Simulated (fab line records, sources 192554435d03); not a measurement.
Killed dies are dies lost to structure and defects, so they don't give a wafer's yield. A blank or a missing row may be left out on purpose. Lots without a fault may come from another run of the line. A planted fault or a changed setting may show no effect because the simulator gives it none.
One fault seen from 2 desks | flow n5_finfet | each desk has only its own numbers; what lay behind them comes last

THE TOOL OWNER'S DESK: rie_diel-04
The tool's own readings at N5_DUMMY_GATE_ETCH_36 (etches SiARC in CF4, target depth 13 nm): means of the sampled wafers that have a number, for each lot that ran on this tool. A lot is out of limits, marked OUT, if its mean lies more than 4 standard deviations from the usual mean; the brackets give that distance. Of its 8 readings 7 are shown: those that lie furthest out on some lot.
Columns: A = bias_w at N5_DUMMY_GATE_ETCH_36, usual 36.00 W; B = cf4_flow_sccm at N5_DUMMY_GATE_ETCH_36, usual 100.1 sccm; C = drypump_motor_current_A at N5_DUMMY_GATE_ETCH_36, usual 5.9 A; D = mfc_ar_sccm at N5_DUMMY_GATE_ETCH_36, usual 100.00 sccm; E = oes_product_au at N5_DUMMY_GATE_ETCH_36, usual 0.79 a.u.; F = rf_vpp_V at N5_DUMMY_GATE_ETCH_36, usual 184.5 V; G = throttle_valve_pct at N5_DUMMY_GATE_ETCH_36, usual 15.60 %
lot  | first seen here | A     | B     | C   | D      | E    | F     | G
L576 | day 6 16:08     | 36.01 | 99.8  | 6.5 | 99.65  | 0.74 | 184.5 | 15.88
L578 | day 7 06:11     | 35.98 | 100.0 | 6.2 | 100.28 | 0.75 | 184.9 | 15.75
L579 | day 7 10:05     | 36.01 | 99.9  | 5.9 | 99.96  | 0.69 | 184.1 | 15.70
L580 | day 7 14:32     | 35.91 | 100.3 | 5.9 | 99.99  | 0.78 | 184.4 | 15.68
L582 | day 8 03:18     | 36.00 | 100.0 | 6.0 | 100.02 | 0.72 | 182.9 | 15.79
L583 | day 8 11:04     | 36.05 | 100.0 | 5.4 | 99.74  | 0.69 | 183.8 | 15.62
This desk's finding: nothing out of limits on any of the 6 lots.

THE METROLOGY DESK
What the gauges read, lot by lot, whatever tool the lot ran on: means of the sampled wafers that have a number. A lot is out of limits, marked OUT, if its mean lies more than 4 standard deviations from the usual mean; the brackets give that distance. Of its 12 readings 7 are shown: those that lie furthest out on some lot.
Columns: A = cd_nm at N5_STI_FIN_REVEAL_CD_MEAS_22, usual 6.25 nm; B = cd_nm at N5_DUMMY_GATE_CD_MEAS_50, usual 14.0 nm; C = DIBL_P at N5_BEOL_M4_RC_MEAS_101, usual 36.2 mV/V; D = IOFF_N at N5_BEOL_M4_RC_MEAS_101, usual 0.160 nA/um; E = IOFF_P at N5_BEOL_M4_RC_MEAS_101, usual 0.21 nA/um; F = SS_N at N5_BEOL_M4_RC_MEAS_101, usual 71.5 mV/dec; G = VT_N at N5_BEOL_M4_RC_MEAS_101, usual 250 mV
lot  | first seen here | A    | B    | C    | D     | E    | F    | G
L569 | day 4 13:24     | 5.80 | -    | -    | -     | -    | -    | -
L570 | day 4 18:29     | 6.25 | -    | -    | -     | -    | -    | -
L571 | day 5 02:27     | 6.46 | -    | -    | -     | -    | -    | -
L576 | day 6 06:38     | 6.27 | 14.1 | 38.8 | 0.200 | 0.26 | 72.5 | 246
L578 | day 6 19:32     | 6.43 | 14.4 | 35.4 | 0.132 | 0.19 | 71.3 | 252
L579 | day 7 01:14     | 6.25 | 13.6 | 36.1 | 0.138 | 0.18 | 71.3 | 253
L580 | day 7 05:35     | 6.48 | 14.2 | 36.0 | 0.177 | 0.24 | 71.5 | 248
L582 | day 7 18:11     | 6.12 | 14.2 | 34.6 | 0.132 | 0.19 | 71.0 | 252
L583 | day 8 00:23     | 6.22 | 14.2 | 34.9 | 0.161 | 0.21 | 71.2 | 246
This desk's finding: nothing out of limits on any of the 9 lots.

PUT TOGETHER
The tool owner's desk saw nothing out of limits.
The metrology desk saw nothing out of limits.

WHAT THE SIMULATOR HAD PUT IN
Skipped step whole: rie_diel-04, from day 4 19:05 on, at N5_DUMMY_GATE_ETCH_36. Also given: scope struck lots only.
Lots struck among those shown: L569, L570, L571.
